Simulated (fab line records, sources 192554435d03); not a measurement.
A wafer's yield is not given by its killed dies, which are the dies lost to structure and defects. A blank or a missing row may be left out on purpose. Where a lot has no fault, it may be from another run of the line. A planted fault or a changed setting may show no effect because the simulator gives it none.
What tool caused it? -- flow n5 finfet -- 72 wafers from 24 lots sampled at 6 of the route's 1938 steps

## WHAT EACH GAUGE READ, for each wafer
Not one reading of a measure or inspect step in the record can be checked against a usual standard deviation.

## WHICH TOOL RAN EACH LOT (tool, then ch and the chambers of the sampled wafers, then the start)
lot,N5_BEOL_M2_DEGAS_44,N5_BEOL_M2_SPUTTER_86,N5_BEOL_M3_ANNEAL_87,N5_BEOL_M3_ANNEAL_91,N5_BEOL_M3_ANNEAL_51,N5_BEOL_M3_CO_CAP_55
L074,"pvd sputter-03, day 6 19:12","pvd sputter-02, day 6 20:36","pvd sputter-01, day 7 03:20","pvd sputter-01, day 7 03:46","rtp anneal-02 ch 0, day 7 04:36","cvd co-01 ch 0,1, day 7 05:13"
L075,"pvd sputter-02, day 7 07:46","pvd sputter-02, day 7 09:05","pvd sputter-03, day 7 21:59","pvd sputter-03, day 7 22:26","rtp anneal-01 ch 0, day 7 23:13","cvd co-02 ch 0,2, day 7 23:53"
L076,"pvd sputter-03, day 7 07:54","pvd sputter-03, day 7 09:17","pvd sputter-03, day 7 20:09","pvd sputter-03, day 7 20:35","rtp anneal-01 ch 0, day 7 21:32","cvd co-02 ch 1,2, day 7 22:13"
L077,"pvd sputter-02, day 7 07:56","pvd sputter-01, day 7 09:25","pvd sputter-03, day 8 01:33","pvd sputter-03, day 8 01:59","rtp anneal-01 ch 0, day 8 02:49","cvd co-01 ch 0,1,2, day 8 03:38"
L078,"pvd sputter-03, day 7 07:59","pvd sputter-02, day 7 11:00","pvd sputter-01, day 8 03:05","pvd sputter-01, day 8 03:32","rtp anneal-02 ch 0, day 8 04:20","cvd co-02 ch 1,2, day 8 05:00"
L079,"pvd sputter-02, day 7 17:25","pvd sputter-02, day 7 18:43","pvd sputter-03, day 8 04:46","pvd sputter-03, day 8 05:13","rtp anneal-02 ch 0, day 8 05:59","cvd co-01 ch 1,2, day 8 06:40"
L081,"pvd sputter-03, day 8 06:10","pvd sputter-01, day 8 07:28","pvd sputter-01, day 8 15:20","pvd sputter-01, day 8 15:46","rtp anneal-02 ch 0, day 8 16:35","cvd co-02 ch 0,1, day 8 17:13"
L080,"pvd sputter-03, day 8 08:17","pvd sputter-02, day 8 09:36","pvd sputter-02, day 8 19:49","pvd sputter-02, day 8 20:16","rtp anneal-02 ch 0, day 8 21:05","cvd co-02 ch 0,1, day 8 21:42"
L082,"pvd sputter-01, day 8 14:15","pvd sputter-01, day 8 17:10","pvd sputter-02, day 9 05:41","pvd sputter-02, day 9 06:08","rtp anneal-01 ch 0, day 9 06:54","cvd co-01 ch 1,2, day 9 07:34"
L083,"pvd sputter-03, day 9 06:22","pvd sputter-02, day 9 07:41","pvd sputter-02, day 9 14:46","pvd sputter-02, day 9 19:41","rtp anneal-02 ch 0, day 9 20:28","cvd co-02 ch 0,1,2, day 9 21:11"
L084,"pvd sputter-03, day 9 06:46","pvd sputter-03, day 9 07:59","pvd sputter-02, day 9 21:55","pvd sputter-02, day 9 22:21","rtp anneal-01 ch 0, day 9 23:10","cvd co-01 ch 0,1,2, day 9 23:48"
L085,"pvd sputter-01, day 9 09:30","pvd sputter-03, day 9 10:45","pvd sputter-01, day 9 22:10","pvd sputter-01, day 9 22:36","rtp anneal-01 ch 0, day 9 23:24","cvd co-01 ch 0,1,2, day 10 00:04"
L086,"pvd sputter-01, day 9 20:38","pvd sputter-03, day 9 22:03","pvd sputter-01, day 10 05:19","pvd sputter-01, day 10 05:45","rtp anneal-02 ch 0, day 10 06:34","cvd co-01 ch 0,1,2, day 10 07:11"
L087,"pvd sputter-03, day 10 08:01","pvd sputter-02, day 10 09:32","pvd sputter-01, day 10 22:10","pvd sputter-01, day 10 22:36","rtp anneal-01 ch 0, day 10 23:22","cvd co-01 ch 2, day 11 00:11"
L088,"pvd sputter-03, day 10 10:38","pvd sputter-03, day 10 12:11","pvd sputter-01, day 11 01:50","pvd sputter-01, day 11 02:17","rtp anneal-02 ch 0, day 11 03:06","cvd co-01 ch 0,2, day 11 03:49"
L089,"pvd sputter-03, day 10 13:38","pvd sputter-02, day 10 15:16","pvd sputter-03, day 11 04:20","pvd sputter-03, day 11 04:47","rtp anneal-02 ch 0, day 11 05:37","cvd co-02 ch 0,1,2, day 11 06:15"
L090,"pvd sputter-03, day 10 19:02","pvd sputter-01, day 10 20:14","pvd sputter-02, day 11 05:18","pvd sputter-02, day 11 05:44","rtp anneal-02 ch 0, day 11 06:34","cvd co-01 ch 0,2, day 11 07:13"
L091,"pvd sputter-01, day 11 03:20","pvd sputter-01, day 11 05:20","pvd sputter-01, day 11 11:42","pvd sputter-01, day 11 12:08","rtp anneal-02 ch 0, day 11 13:00","cvd co-01 ch 0,2, day 11 13:38"
L092,"pvd sputter-01, day 11 04:08","pvd sputter-03, day 11 06:20","pvd sputter-03, day 11 14:24","pvd sputter-03, day 11 14:50","rtp anneal-02 ch 0, day 11 15:37","cvd co-02 ch 0,2, day 11 16:17"
L093,"pvd sputter-02, day 11 07:17","pvd sputter-01, day 11 08:49","pvd sputter-02, day 11 17:26","pvd sputter-02, day 11 17:52","rtp anneal-02 ch 0, day 11 18:47","cvd co-01 ch 0,1,2, day 11 19:21"
L094,"pvd sputter-02, day 11 16:01","pvd sputter-03, day 11 18:11","pvd sputter-01, day 12 12:17","pvd sputter-01, day 12 12:43","rtp anneal-01 ch 0, day 12 13:33","cvd co-01 ch 0,1, day 12 14:14"
L095,"pvd sputter-02, day 11 19:49","pvd sputter-02, day 11 21:11","pvd sputter-01, day 12 18:02","pvd sputter-01, day 12 18:28","rtp anneal-02 ch 0, day 12 19:14","cvd co-02 ch 0,1,2, day 12 19:55"
L096,"pvd sputter-01, day 12 06:11","pvd sputter-03, day 12 07:34","pvd sputter-01, day 12 21:12","pvd sputter-01, day 12 21:38","rtp anneal-01 ch 0, day 12 22:25","cvd co-01 ch 0,1, day 12 23:05"
L097,"pvd sputter-03, day 12 09:46","pvd sputter-03, day 12 11:07","pvd sputter-01, day 12 23:19","pvd sputter-01, day 12 23:46","rtp anneal-02 ch 0, day 13 00:32","cvd co-02 ch 1,2, day 13 01:12"
- N5_BEOL_M2_DEGAS_44: time 60 s.
- N5_BEOL_M2_SPUTTER_86: material Cu, target thk 4.5 nm, time 8.29 s.
- N5_BEOL_M3_ANNEAL_87: time 240 s.
- N5_BEOL_M3_ANNEAL_91: time 240 s.
- N5_BEOL_M3_ANNEAL_51: time 90 s.
- N5_BEOL_M3_CO_CAP_55: material Co, precursor CCTBA/H2, target thk 2 nm, time 102.1 s.

## AS READ BY THE TOOLS THEMSELVES (means over the sampled wafers that have a number; for cases with no such wafer, the mark the record gives instead)
N5_BEOL_M2_DEGAS_44. Usual: heater power w reads 352 W (standard deviation 47).
lot,tool,heater power w (W),flag
L074,pvd sputter-03,345,
L075,pvd sputter-02,351,
L076,pvd sputter-03,360,
L077,pvd sputter-02,352,
L078,pvd sputter-03,343,
L079,pvd sputter-02,324,
L081,pvd sputter-03,357,
L080,pvd sputter-03,362,
L082,pvd sputter-01,320,
L083,pvd sputter-03,358,
L084,pvd sputter-03,346,
L085,pvd sputter-01,342,
L086,pvd sputter-01,342,
L087,pvd sputter-03,314,
L088,pvd sputter-03,355,
L089,pvd sputter-03,370,
L090,pvd sputter-03,333,
L091,pvd sputter-01,368,
L092,pvd sputter-01,348,
L093,pvd sputter-02,391,
L094,pvd sputter-02,355,
L095,pvd sputter-02,417,
L096,pvd sputter-01,397,
L097,pvd sputter-03,351,

N5_BEOL_M2_SPUTTER_86. Usual: throttle valve pct reads 30.4 % (standard deviation 0.85).
lot,tool,throttle valve pct (%),flag
L074,pvd sputter-02,30.7,
L075,pvd sputter-02,30.8,
L076,pvd sputter-03,29.7,
L077,pvd sputter-01,31.0,
L078,pvd sputter-02,30.4,
L079,pvd sputter-02,29.6,
L081,pvd sputter-01,30.2,
L080,pvd sputter-02,30.7,
L082,pvd sputter-01,31.0,
L083,pvd sputter-02,29.8,
L084,pvd sputter-03,30.7,
L085,pvd sputter-03,29.6,
L086,pvd sputter-03,30.4,
L087,pvd sputter-02,30.5,
L088,pvd sputter-03,30.1,
L089,pvd sputter-02,30.6,
L090,pvd sputter-01,30.7,
L091,pvd sputter-01,31.2,
L092,pvd sputter-03,30.3,
L093,pvd sputter-01,30.8,
L094,pvd sputter-03,29.6,
L095,pvd sputter-02,29.6,
L096,pvd sputter-03,30.2,
L097,pvd sputter-03,30.4,

N5_BEOL_M3_ANNEAL_87. Usual: heater power w reads 884 W (standard deviation 140).
lot,tool,heater power w (W),flag
L074,pvd sputter-01,847,
L075,pvd sputter-03,929,
L076,pvd sputter-03,822,
L077,pvd sputter-03,935,
L078,pvd sputter-01,844,
L079,pvd sputter-03,917,
L081,pvd sputter-01,851,
L080,pvd sputter-02,882,
L082,pvd sputter-02,956,
L083,pvd sputter-02,890,
L084,pvd sputter-02,1025,
L085,pvd sputter-01,832,
L086,pvd sputter-01,848,
L087,pvd sputter-01,855,
L088,pvd sputter-01,858,
L089,pvd sputter-03,852,
L090,pvd sputter-02,942,
L091,pvd sputter-01,806,
L092,pvd sputter-03,900,
L093,pvd sputter-02,808,
L094,pvd sputter-01,924,
L095,pvd sputter-01,1029,
L096,pvd sputter-01,911,
L097,pvd sputter-01,858,

N5_BEOL_M3_ANNEAL_91. Usual: heater power w reads 887 W (standard deviation 140).
lot,tool,heater power w (W),flag
L074,pvd sputter-01,862,
L075,pvd sputter-03,950,
L076,pvd sputter-03,829,
L077,pvd sputter-03,933,
L078,pvd sputter-01,863,
L079,pvd sputter-03,925,
L081,pvd sputter-01,854,
L080,pvd sputter-02,889,
L082,pvd sputter-02,957,
L083,pvd sputter-02,892,
L084,pvd sputter-02,1025,
L085,pvd sputter-01,807,
L086,pvd sputter-01,850,
L087,pvd sputter-01,867,
L088,pvd sputter-01,874,
L089,pvd sputter-03,883,
L090,pvd sputter-02,956,
L091,pvd sputter-01,817,
L092,pvd sputter-03,911,
L093,pvd sputter-02,816,
L094,pvd sputter-01,923,
L095,pvd sputter-01,1009,
L096,pvd sputter-01,922,
L097,pvd sputter-01,851,

N5_BEOL_M3_ANNEAL_51. Usual: wafer_temp_C_max reads 225.89 (standard deviation 0.2).
lot,tool,wafer_temp_C_max,flag
L074,rtp anneal-02,225.92,
L075,rtp anneal-01,225.78,
L076,rtp anneal-01,225.98,
L077,rtp anneal-01,225.87,
L078,rtp anneal-02,225.90,
L079,rtp anneal-02,225.92,
L081,rtp anneal-02,226.11,
L080,rtp anneal-02,225.73,
L082,rtp anneal-01,226.11,
L083,rtp anneal-02,225.92,
L084,rtp anneal-01,225.92,
L085,rtp anneal-01,225.79,
L086,rtp anneal-02,225.94,
L087,rtp anneal-01,225.93,
L088,rtp anneal-02,225.85,
L089,rtp anneal-02,225.76,
L090,rtp anneal-02,225.90,
L091,rtp anneal-02,226.08,
L092,rtp anneal-02,225.77,
L093,rtp anneal-02,225.96,
L094,rtp anneal-01,225.95,
L095,rtp anneal-02,226.11,
L096,rtp anneal-01,225.98,
L097,rtp anneal-02,226.07,

N5_BEOL_M3_CO_CAP_55. Usual: heater power w reads 229 W (standard deviation 15).
lot,tool,heater power w (W),flag
L074,cvd co-01,240,
L075,cvd co-02,225,
L076,cvd co-02,213,
L077,cvd co-01,240,
L078,cvd co-02,208,
L079,cvd co-01,234,
L081,cvd co-02,224,
L080,cvd co-02,227,
L082,cvd co-01,230,
L083,cvd co-02,221,
L084,cvd co-01,237,
L085,cvd co-01,238,
L086,cvd co-01,236,
L087,cvd co-01,225,
L088,cvd co-01,232,
L089,cvd co-02,218,
L090,cvd co-01,236,
L091,cvd co-01,236,
L092,cvd co-02,231,
L093,cvd co-01,238,
L094,cvd co-01,242,
L095,cvd co-02,220,
L096,cvd co-01,242,
L097,cvd co-02,209,

## THE ANSWER, worked out from the rows above alone
Rule: take the mean of a lot's wafers that have a number; if it is more than 3 standard deviations from the usual mean, the lot is off. Also off: a lot with no number at a reading for which 4 or more lots have one. Where the step has rows for the other lots, those lots are counted as sound. Order of review: gauges by route order, followed by the tools' own readings, for which a lot's mean as printed above is used. The first step at which some lot is off is used, and at that step the reading that is off furthest; a lot without a number counts as furthest.
No lot is off on any of the readings shown, so nothing can be concluded from this.

## WHAT THE SIMULATOR PUT IN
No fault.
